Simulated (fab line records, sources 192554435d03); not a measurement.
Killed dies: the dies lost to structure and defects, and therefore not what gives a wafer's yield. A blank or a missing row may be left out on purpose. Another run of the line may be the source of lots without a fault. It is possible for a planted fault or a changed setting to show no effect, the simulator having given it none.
Which tool was responsible? || flow n5-finfet || 42 wafers sampled from 14 lots at 1 step of a route of 1938

## WHAT THE GAUGES SHOWED, per wafer
N5_BEOL_M14_INSPECT_12: inspects for defects (macro).
{"lot": "L951", "measured": "day 11 20:38", "on": "defect-inspect-02", "raw-defect-count": "2 2 1"}
{"lot": "L952", "measured": "day 11 21:11", "on": "defect-inspect-02", "raw-defect-count": "2 2 4"}
{"lot": "L953", "measured": "day 11 21:25", "on": "defect-inspect-01", "raw-defect-count": "4 0 2"}
{"lot": "L955", "measured": "day 12 06:42", "on": "defect-inspect-02", "raw-defect-count": "3 1 1"}
{"lot": "L957", "measured": "day 13 01:13", "on": "defect-inspect-01", "raw-defect-count": "3 1 3"}
{"lot": "L960", "measured": "day 13 19:48", "on": "defect-inspect-01", "raw-defect-count": "0 1 2"}
{"lot": "L961", "measured": "day 14 03:42", "on": "defect-inspect-02", "raw-defect-count": "1 0 5"}
{"lot": "L962", "measured": "day 14 06:20", "on": "defect-inspect-02", "raw-defect-count": "4 1 1"}
{"lot": "L969", "measured": "day 15 13:05", "on": "defect-inspect-01", "raw-defect-count": "1 1 1"}
{"lot": "L968", "measured": "day 15 21:25", "on": "defect-inspect-01", "raw-defect-count": "3 3 4"}
{"lot": "L972", "measured": "day 16 03:14", "on": "defect-inspect-01", "raw-defect-count": "0 4 1"}
{"lot": "L970", "measured": "day 16 12:59", "on": "defect-inspect-02", "raw-defect-count": "1 1 0"}
{"lot": "L971", "measured": "day 16 13:51", "on": "defect-inspect-01", "raw-defect-count": "3 1 1"}
{"lot": "L974", "measured": "day 16 22:25", "on": "defect-inspect-02", "raw-defect-count": "2 7 6"}

## EACH LOT AND THE TOOL THAT RAN IT (in order: tool; ch and the chambers of the sampled wafers; start)
The record shows no process step preceding these readings.

## AS READ BY THE TOOLS THEMSELVES (means over the sampled wafers that have a number; for cases with no such wafer, the mark the record gives instead)
The record holds no such reading with a usual standard deviation.

## THE ANSWER, worked out from the rows above alone
Rule: usual is defined by the lots themselves. The widest of any qualifying gaps counts: lots, ordered by their means at a reading, are off when they make up no more than a third of the lots, leave a main group of 4 or more, and stand apart from it by 3 or more times the standard deviation of that group's means. The tables above print the reading to a certain number of digits; a main group whose means all agree to those digits is not used. Also off: a lot with no number at a reading for which 4 or more lots have one. The other lots that the step has rows for count as sound. First the gauges in route order, then the tools' own readings, where a lot's mean is used as printed above. At the first step where some lot is off, the reading lying furthest off is the one used; lots without a number count as furthest.
Nothing can be told from this: no lot is off at any reading shown.

## WHAT THE SIMULATOR HAD PUT IN
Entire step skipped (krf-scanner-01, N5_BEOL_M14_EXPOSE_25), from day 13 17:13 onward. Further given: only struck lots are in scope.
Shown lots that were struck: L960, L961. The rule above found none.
